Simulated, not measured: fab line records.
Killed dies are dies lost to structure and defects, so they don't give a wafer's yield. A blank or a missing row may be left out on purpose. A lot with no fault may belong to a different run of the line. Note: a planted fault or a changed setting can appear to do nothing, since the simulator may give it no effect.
The tool behind it: which one? / flow n5Finfet / 24 lots, 72 wafers sampled, at 6 steps of a route of 1938

WHAT THE GAUGES SHOWED, per wafer
N5_BEOL_M9_INSPECT_58: inspects for defects (darkfield).
lot=L074; measured=day 9 21:02; on=defectInspect-02; rawDefectCount=55 53 62
lot=L075; measured=day 10 15:51; on=defectInspect-02; rawDefectCount=92 62 73
lot=L076; measured=day 10 15:59; on=defectInspect-02; rawDefectCount=86 78 68
lot=L079; measured=day 11 03:59; on=defectInspect-02; rawDefectCount=46 64 49
lot=L077; measured=day 11 06:25; on=defectInspect-01; rawDefectCount=40 37 48
lot=L078; measured=day 11 08:30; on=defectInspect-02; rawDefectCount=47 57 51
lot=L080; measured=day 11 14:23; on=defectInspect-01; rawDefectCount=90 63 77
lot=L081; measured=day 11 23:02; on=defectInspect-02; rawDefectCount=51 81 52
lot=L082; measured=day 12 07:49; on=defectInspect-01; rawDefectCount=64 101 79
lot=L083; measured=day 12 17:45; on=defectInspect-01; rawDefectCount=63 82 91
lot=L084; measured=day 13 00:54; on=defectInspect-01; rawDefectCount=73 46 55
lot=L086; measured=day 13 03:43; on=defectInspect-01; rawDefectCount=101 78 63
lot=L085; measured=day 13 11:11; on=defectInspect-02; rawDefectCount=67 73 53
lot=L088; measured=day 13 11:32; on=defectInspect-01; rawDefectCount=74 102 69
lot=L087; measured=day 13 12:34; on=defectInspect-01; rawDefectCount=93 90 110
lot=L089; measured=day 14 04:35; on=defectInspect-02; rawDefectCount=29 45 56
lot=L090; measured=day 14 07:49; on=defectInspect-01; rawDefectCount=76 55 82
lot=L092; measured=day 14 14:02; on=defectInspect-02; rawDefectCount=86 70 67
lot=L091; measured=day 14 14:54; on=defectInspect-01; rawDefectCount=58 78 55
lot=L093; measured=day 14 21:20; on=defectInspect-02; rawDefectCount=44 39 58
lot=L094; measured=day 15 01:43; on=defectInspect-02; rawDefectCount=40 40 60
lot=L096; measured=day 15 15:23; on=defectInspect-01; rawDefectCount=41 32 40
lot=L095; measured=day 15 16:51; on=defectInspect-01; rawDefectCount=39 78 95
lot=L097; measured=day 16 00:14; on=defectInspect-02; rawDefectCount=71 67 75

N5_BEOL_M11_RS_MEAS_57: measures by four-point-probe.
lot=L074; measured=day 10 12:02; on=filmMetro-01; M11_RS (ohm/sq)=0.1500 0.1520 0.1459
lot=L075; measured=day 11 07:04; on=filmMetro-02; M11_RS (ohm/sq)=0.1526 0.1523 0.1546
lot=L076; measured=day 11 06:08; on=filmMetro-01; M11_RS (ohm/sq)=0.1450 0.1434 0.1466
lot=L079; measured=day 11 17:55; on=filmMetro-01; M11_RS (ohm/sq)=0.1500 0.1522 0.1480
lot=L077; measured=day 11 22:44; on=filmMetro-01; M11_RS (ohm/sq)=0.1512 0.1507 0.1506
lot=L078; measured=day 12 01:20; on=filmMetro-01; M11_RS (ohm/sq)=0.1501 0.1481 0.1501
lot=L080; measured=day 12 06:46; on=filmMetro-01; M11_RS (ohm/sq)=0.1533 0.1517 0.1494
lot=L081; measured=day 12 16:56; on=filmMetro-01; M11_RS (ohm/sq)=0.1516 0.1501 0.1534
lot=L082; measured=day 13 00:27; on=filmMetro-02; M11_RS (ohm/sq)=0.1557 0.1541 0.1527
lot=L083; measured=day 13 06:36; on=filmMetro-02; M11_RS (ohm/sq)=0.1509 0.1503 0.1510
lot=L084; measured=day 13 17:57; on=filmMetro-02; M11_RS (ohm/sq)=0.1478 0.1503 0.1516
lot=L086; measured=day 13 20:13; on=filmMetro-01; M11_RS (ohm/sq)=0.1471 0.1537 0.1505
lot=L085; measured=day 14 03:35; on=filmMetro-02; M11_RS (ohm/sq)=0.1476 0.1488 0.1519
lot=L088; measured=day 14 04:01; on=filmMetro-01; M11_RS (ohm/sq)=0.1535 0.1544 0.1515
lot=L087; measured=day 14 04:59; on=filmMetro-02; M11_RS (ohm/sq)=0.1521 0.1512 0.1489
lot=L089; measured=day 14 22:38; on=filmMetro-01; M11_RS (ohm/sq)=0.1508 0.1466 0.1454
lot=L090; measured=day 14 21:35; on=filmMetro-01; M11_RS (ohm/sq)=0.1508 0.1525 0.1503
lot=L092; measured=day 15 08:41; on=filmMetro-02; M11_RS (ohm/sq)=0.1481 0.1481 0.1466
lot=L091; measured=day 15 07:21; on=filmMetro-02; M11_RS (ohm/sq)=0.1469 0.1533 0.1478
lot=L093; measured=day 15 14:07; on=filmMetro-02; M11_RS (ohm/sq)=0.1497 0.1477 0.1467
lot=L094; measured=day 15 16:53; on=filmMetro-02; M11_RS (ohm/sq)=0.1540 0.1492 0.1492
lot=L096; measured=day 16 10:11; on=filmMetro-01; M11_RS (ohm/sq)=0.1514 0.1489 0.1491
lot=L095; measured=day 16 10:12; on=filmMetro-02; M11_RS (ohm/sq)=0.1507 0.1549 0.1512
lot=L097; measured=day 16 19:50; on=filmMetro-02; M11_RS (ohm/sq)=0.1555 0.1523 0.1493

N5_BEOL_M12_THK_MEAS_01.
lot=L074; measured=day 10 12:14; on=filmMetro-02; M12_ILD_THK (nm)=651 663 664
lot=L075; measured=day 11 07:16; on=filmMetro-01; M12_ILD_THK (nm)=659 652 669
lot=L076; measured=day 11 06:20; on=filmMetro-02; M12_ILD_THK (nm)=644 656 656
lot=L079; measured=day 11 18:06; on=filmMetro-01; M12_ILD_THK (nm)=646 654 653
lot=L077; measured=day 11 22:56; on=filmMetro-02; M12_ILD_THK (nm)=650 656 665
lot=L078; measured=day 12 01:32; on=filmMetro-01; M12_ILD_THK (nm)=662 660 665
lot=L080; measured=day 12 06:58; on=filmMetro-01; M12_ILD_THK (nm)=645 645 665
lot=L081; measured=day 12 17:08; on=filmMetro-01; M12_ILD_THK (nm)=651 656 661
lot=L082; measured=day 13 00:38; on=filmMetro-02; M12_ILD_THK (nm)=655 682 669
lot=L083; measured=day 13 06:47; on=filmMetro-02; M12_ILD_THK (nm)=660 661 666
lot=L084; measured=day 13 18:09; on=filmMetro-02; M12_ILD_THK (nm)=660 658 663
lot=L086; measured=day 13 20:24; on=filmMetro-01; M12_ILD_THK (nm)=651 661 659
lot=L085; measured=day 14 03:47; on=filmMetro-02; M12_ILD_THK (nm)=653 659 652
lot=L088; measured=day 14 04:13; on=filmMetro-01; M12_ILD_THK (nm)=659 670 668
lot=L087; measured=day 14 05:11; on=filmMetro-01; M12_ILD_THK (nm)=659 654 661
lot=L089; measured=day 14 22:49; on=filmMetro-02; M12_ILD_THK (nm)=658 660 676
lot=L090; measured=day 14 21:47; on=filmMetro-02; M12_ILD_THK (nm)=658 670 672
lot=L092; measured=day 15 08:52; on=filmMetro-02; M12_ILD_THK (nm)=660 666 676
lot=L091; measured=day 15 07:32; on=filmMetro-01; M12_ILD_THK (nm)=652 658 666
lot=L093; measured=day 15 14:19; on=filmMetro-02; M12_ILD_THK (nm)=661 673 662
lot=L094; measured=day 15 17:04; on=filmMetro-02; M12_ILD_THK (nm)=648 646 662
lot=L096; measured=day 16 10:23; on=filmMetro-01; M12_ILD_THK (nm)=644 667 655
lot=L095; measured=day 16 10:23; on=filmMetro-02; M12_ILD_THK (nm)=650 655 667
lot=L097; measured=day 16 20:02; on=filmMetro-01; M12_ILD_THK (nm)=655 656 662

N5_BEOL_M12_OVL_MEAS_11.
lot=L074; measured=day 10 12:34; on=overlay-02; V11_OVL (nm)=5 -6 -3
lot=L075; measured=day 11 07:43; on=overlay-02; V11_OVL (nm)=5 -4 -7
lot=L076; measured=day 11 06:40; on=overlay-02; V11_OVL (nm)=3 12 -1
lot=L079; measured=day 11 18:34; on=overlay-01; V11_OVL (nm)=-14 -1 -6
lot=L077; measured=day 11 23:16; on=overlay-01; V11_OVL (nm)=2 9 3
lot=L078; measured=day 12 01:52; on=overlay-02; V11_OVL (nm)=2 -4 5
lot=L080; measured=day 12 07:18; on=overlay-01; V11_OVL (nm)=6 1 5
lot=L081; measured=day 12 17:35; on=overlay-02; V11_OVL (nm)=-6 -1 -7
lot=L082; measured=day 13 01:06; on=overlay-01; V11_OVL (nm)=-2 3 0
lot=L083; measured=day 13 07:15; on=overlay-02; V11_OVL (nm)=6 5 4
lot=L084; measured=day 13 18:29; on=overlay-01; V11_OVL (nm)=2 1 -4
lot=L086; measured=day 13 20:44; on=overlay-01; V11_OVL (nm)=-4 -1 -5
lot=L085; measured=day 14 04:14; on=overlay-01; V11_OVL (nm)=-20 -5 -4
lot=L088; measured=day 14 04:40; on=overlay-01; V11_OVL (nm)=-1 -3 -4
lot=L087; measured=day 14 05:31; on=overlay-01; V11_OVL (nm)=-17 -5 -8
lot=L089; measured=day 14 23:09; on=overlay-02; V11_OVL (nm)=-2 -3 -7
lot=L090; measured=day 14 22:07; on=overlay-01; V11_OVL (nm)=1 0 14
lot=L092; measured=day 15 09:13; on=overlay-02; V11_OVL (nm)=-4 -10 -1
lot=L091; measured=day 15 07:52; on=overlay-02; V11_OVL (nm)=-9 -10 -6
lot=L093; measured=day 15 14:39; on=overlay-02; V11_OVL (nm)=-4 -4 -8
lot=L094; measured=day 15 17:24; on=overlay-01; V11_OVL (nm)=6 9 2
lot=L096; measured=day 16 10:50; on=overlay-02; V11_OVL (nm)=4 9 7
lot=L095; measured=day 16 11:00; on=overlay-01; V11_OVL (nm)=-11 -10 -14
lot=L097; measured=day 16 20:32; on=overlay-02; V11_OVL (nm)=-3 4 -3

WHICH TOOL RAN EACH LOT (tool, then ch and the chambers of the sampled wafers, then the start)
lot=L074; N5_BEOL_M11_DEGAS_44=pvdSputter-02, day 10 10:25; N5_BEOL_M11_CMP_52=cmp-03 ch 0,1, day 10 11:37
lot=L075; N5_BEOL_M11_DEGAS_44=pvdSputter-02, day 11 04:23; N5_BEOL_M11_CMP_52=cmp-04 ch 0,2, day 11 06:41
lot=L076; N5_BEOL_M11_DEGAS_44=pvdSputter-02, day 11 04:13; N5_BEOL_M11_CMP_52=cmp-03 ch 0,1,3, day 11 05:41
lot=L079; N5_BEOL_M11_DEGAS_44=pvdSputter-01, day 11 16:01; N5_BEOL_M11_CMP_52=cmp-03 ch 0,3, day 11 17:29
lot=L077; N5_BEOL_M11_DEGAS_44=pvdSputter-01, day 11 21:10; N5_BEOL_M11_CMP_52=cmp-02 ch 0,1,3, day 11 22:23
lot=L078; N5_BEOL_M11_DEGAS_44=pvdSputter-03, day 11 21:59; N5_BEOL_M11_CMP_52=cmp-03 ch 1,2, day 12 00:55
lot=L080; N5_BEOL_M11_DEGAS_44=pvdSputter-02, day 12 05:08; N5_BEOL_M11_CMP_52=cmp-02 ch 1,2,3, day 12 06:21
lot=L081; N5_BEOL_M11_DEGAS_44=pvdSputter-03, day 12 14:59; N5_BEOL_M11_CMP_52=cmp-02 ch 1,3, day 12 16:34
lot=L082; N5_BEOL_M11_DEGAS_44=pvdSputter-03, day 12 22:28; N5_BEOL_M11_CMP_52=cmp-03 ch 0,3, day 13 00:02
lot=L083; N5_BEOL_M11_DEGAS_44=pvdSputter-02, day 13 04:54; N5_BEOL_M11_CMP_52=cmp-03 ch 0,1, day 13 06:13
lot=L084; N5_BEOL_M11_DEGAS_44=pvdSputter-01, day 13 16:03; N5_BEOL_M11_CMP_52=cmp-03 ch 0,2, day 13 17:32
lot=L086; N5_BEOL_M11_DEGAS_44=pvdSputter-01, day 13 18:33; N5_BEOL_M11_CMP_52=cmp-03 ch 0,2,3, day 13 19:47
lot=L085; N5_BEOL_M11_DEGAS_44=pvdSputter-02, day 14 01:23; N5_BEOL_M11_CMP_52=cmp-02 ch 0,3, day 14 03:10
lot=L088; N5_BEOL_M11_DEGAS_44=pvdSputter-02, day 14 01:51; N5_BEOL_M11_CMP_52=cmp-02 ch 0,1,3, day 14 03:40
lot=L087; N5_BEOL_M11_DEGAS_44=pvdSputter-03, day 14 03:01; N5_BEOL_M11_CMP_52=cmp-04 ch 0,2,3, day 14 04:34
lot=L089; N5_BEOL_M11_DEGAS_44=pvdSputter-02, day 14 20:14; N5_BEOL_M11_CMP_52=cmp-02 ch 1,2,3, day 14 22:14
lot=L090; N5_BEOL_M11_DEGAS_44=pvdSputter-02, day 14 19:44; N5_BEOL_M11_CMP_52=cmp-04 ch 1,2, day 14 21:10
lot=L092; N5_BEOL_M11_DEGAS_44=pvdSputter-02, day 15 07:04; N5_BEOL_M11_CMP_52=cmp-04 ch 0,1, day 15 08:16
lot=L091; N5_BEOL_M11_DEGAS_44=pvdSputter-03, day 15 05:02; N5_BEOL_M11_CMP_52=cmp-03 ch 1,3, day 15 06:58
lot=L093; N5_BEOL_M11_DEGAS_44=pvdSputter-01, day 15 12:09; N5_BEOL_M11_CMP_52=cmp-04 ch 0,1, day 15 13:42
lot=L094; N5_BEOL_M11_DEGAS_44=pvdSputter-01, day 15 15:03; N5_BEOL_M11_CMP_52=cmp-03 ch 0,2,3, day 15 16:29
lot=L096; N5_BEOL_M11_DEGAS_44=pvdSputter-03, day 16 08:03; N5_BEOL_M11_CMP_52=cmp-04 ch 2,3, day 16 09:46
lot=L095; N5_BEOL_M11_DEGAS_44=pvdSputter-01, day 16 08:29; N5_BEOL_M11_CMP_52=cmp-03 ch 0,1,3, day 16 09:49
lot=L097; N5_BEOL_M11_DEGAS_44=pvdSputter-01, day 16 18:11; N5_BEOL_M11_CMP_52=cmp-03 ch 1,2,3, day 16 19:25
- N5_BEOL_M11_DEGAS_44: time 60 s.
- N5_BEOL_M11_CMP_52: polishes, stops on SiCOH lowk, t overpolish 7 s, target thk 140 nm.

WHAT THE TOOLS THEMSELVES READ (means of the sampled wafers that have a number; where no wafer has one, the mark that the record gives instead)
N5_BEOL_M11_DEGAS_44.
lot=L074; tool=pvdSputter-02; heaterPowerW (W)=326
lot=L075; tool=pvdSputter-02; heaterPowerW (W)=340
lot=L076; tool=pvdSputter-02; heaterPowerW (W)=344
lot=L079; tool=pvdSputter-01; heaterPowerW (W)=316
lot=L077; tool=pvdSputter-01; heaterPowerW (W)=338
lot=L078; tool=pvdSputter-03; heaterPowerW (W)=301
lot=L080; tool=pvdSputter-02; heaterPowerW (W)=345
lot=L081; tool=pvdSputter-03; heaterPowerW (W)=311
lot=L082; tool=pvdSputter-03; heaterPowerW (W)=317
lot=L083; tool=pvdSputter-02; heaterPowerW (W)=359
lot=L084; tool=pvdSputter-01; heaterPowerW (W)=320
lot=L086; tool=pvdSputter-01; heaterPowerW (W)=315
lot=L085; tool=pvdSputter-02; heaterPowerW (W)=325
lot=L088; tool=pvdSputter-02; heaterPowerW (W)=333
lot=L087; tool=pvdSputter-03; heaterPowerW (W)=302
lot=L089; tool=pvdSputter-02; heaterPowerW (W)=340
lot=L090; tool=pvdSputter-02; heaterPowerW (W)=325
lot=L092; tool=pvdSputter-02; heaterPowerW (W)=297
lot=L091; tool=pvdSputter-03; heaterPowerW (W)=301
lot=L093; tool=pvdSputter-01; heaterPowerW (W)=317
lot=L094; tool=pvdSputter-01; heaterPowerW (W)=306
lot=L096; tool=pvdSputter-03; heaterPowerW (W)=307
lot=L095; tool=pvdSputter-01; heaterPowerW (W)=313
lot=L097; tool=pvdSputter-01; heaterPowerW (W)=331

N5_BEOL_M11_CMP_52.
lot=L074; tool=cmp-03; barrierFieldEndpointS (s)=29.9; motorCurrentA (A)=6.0; overpolishRunS (s)=7.007; timeToEndpointS (s)=70
lot=L075; tool=cmp-04; barrierFieldEndpointS (s)=29.1; motorCurrentA (A)=6.1; overpolishRunS (s)=6.986; timeToEndpointS (s)=65
lot=L076; tool=cmp-03; barrierFieldEndpointS (s)=29.9; motorCurrentA (A)=6.4; overpolishRunS (s)=7.014; timeToEndpointS (s)=74
lot=L079; tool=cmp-03; barrierFieldEndpointS (s)=28.8; motorCurrentA (A)=6.5; overpolishRunS (s)=6.996; timeToEndpointS (s)=69
lot=L077; tool=cmp-02; barrierFieldEndpointS (s)=27.9; motorCurrentA (A)=5.5; overpolishRunS (s)=7.003; timeToEndpointS (s)=63
lot=L078; tool=cmp-03; barrierFieldEndpointS (s)=29.5; motorCurrentA (A)=5.9; overpolishRunS (s)=6.995; timeToEndpointS (s)=68
lot=L080; tool=cmp-02; barrierFieldEndpointS (s)=29.1; motorCurrentA (A)=6.5; overpolishRunS (s)=7.002; timeToEndpointS (s)=67
lot=L081; tool=cmp-02; barrierFieldEndpointS (s)=28.2; motorCurrentA (A)=6.2; overpolishRunS (s)=7.009; timeToEndpointS (s)=62
lot=L082; tool=cmp-03; barrierFieldEndpointS (s)=29.2; motorCurrentA (A)=6.6; overpolishRunS (s)=6.998; timeToEndpointS (s)=69
lot=L083; tool=cmp-03; barrierFieldEndpointS (s)=29.5; motorCurrentA (A)=6.2; overpolishRunS (s)=6.995; timeToEndpointS (s)=67
lot=L084; tool=cmp-03; barrierFieldEndpointS (s)=29.6; motorCurrentA (A)=6.1; overpolishRunS (s)=7.003; timeToEndpointS (s)=67
lot=L086; tool=cmp-03; barrierFieldEndpointS (s)=28.9; motorCurrentA (A)=6.2; overpolishRunS (s)=7.002; timeToEndpointS (s)=66
lot=L085; tool=cmp-02; barrierFieldEndpointS (s)=27.9; motorCurrentA (A)=5.4; overpolishRunS (s)=6.993; timeToEndpointS (s)=62
lot=L088; tool=cmp-02; barrierFieldEndpointS (s)=27.5; motorCurrentA (A)=5.6; overpolishRunS (s)=7.012; timeToEndpointS (s)=62
lot=L087; tool=cmp-04; barrierFieldEndpointS (s)=30.1; motorCurrentA (A)=6.1; overpolishRunS (s)=6.997; timeToEndpointS (s)=68
lot=L089; tool=cmp-02; barrierFieldEndpointS (s)=29.9; motorCurrentA (A)=6.3; overpolishRunS (s)=6.996; timeToEndpointS (s)=69
lot=L090; tool=cmp-04; barrierFieldEndpointS (s)=28.1; motorCurrentA (A)=6.2; overpolishRunS (s)=7.004; timeToEndpointS (s)=64
lot=L092; tool=cmp-04; barrierFieldEndpointS (s)=28.5; motorCurrentA (A)=6.2; overpolishRunS (s)=7.001; timeToEndpointS (s)=66
lot=L091; tool=cmp-03; barrierFieldEndpointS (s)=29.0; motorCurrentA (A)=6.3; overpolishRunS (s)=6.994; timeToEndpointS (s)=66
lot=L093; tool=cmp-04; barrierFieldEndpointS (s)=28.3; motorCurrentA (A)=5.9; overpolishRunS (s)=6.996; timeToEndpointS (s)=67
lot=L094; tool=cmp-03; barrierFieldEndpointS (s)=29.8; motorCurrentA (A)=6.3; overpolishRunS (s)=7.004; timeToEndpointS (s)=69
lot=L096; tool=cmp-04; barrierFieldEndpointS (s)=28.7; motorCurrentA (A)=6.1; overpolishRunS (s)=7.005; timeToEndpointS (s)=64
lot=L095; tool=cmp-03; barrierFieldEndpointS (s)=28.8; motorCurrentA (A)=6.3; overpolishRunS (s)=6.996; timeToEndpointS (s)=68
lot=L097; tool=cmp-03; barrierFieldEndpointS (s)=28.7; motorCurrentA (A)=6.2; overpolishRunS (s)=6.995; timeToEndpointS (s)=67

THE ANSWER, worked out from the rows above alone
Rule: usual is defined by the lots themselves. Put in order of their means at a reading, lots are off if they are a third of the lots or fewer, leave a main group of 4 or more, and stand apart from it by a gap of 3 or more times the standard deviation of the main group's means; of several such gaps the widest counts. A main group is skipped when, at the precision printed for the reading in the tables above, its means are all equal. A lot without any number at a reading at which 4 lots or more have one is off too. Where the step has rows for the other lots, those lots are counted as sound. The gauges are gone through in route order, then the tools' own readings, and for those a lot's mean is taken as printed above. At the first step where some lot is off, the reading lying furthest off is the one used; lots without a number count as furthest.
Nothing can be told from this: no lot is off at any reading shown.

WHAT THE SIMULATOR PUT IN
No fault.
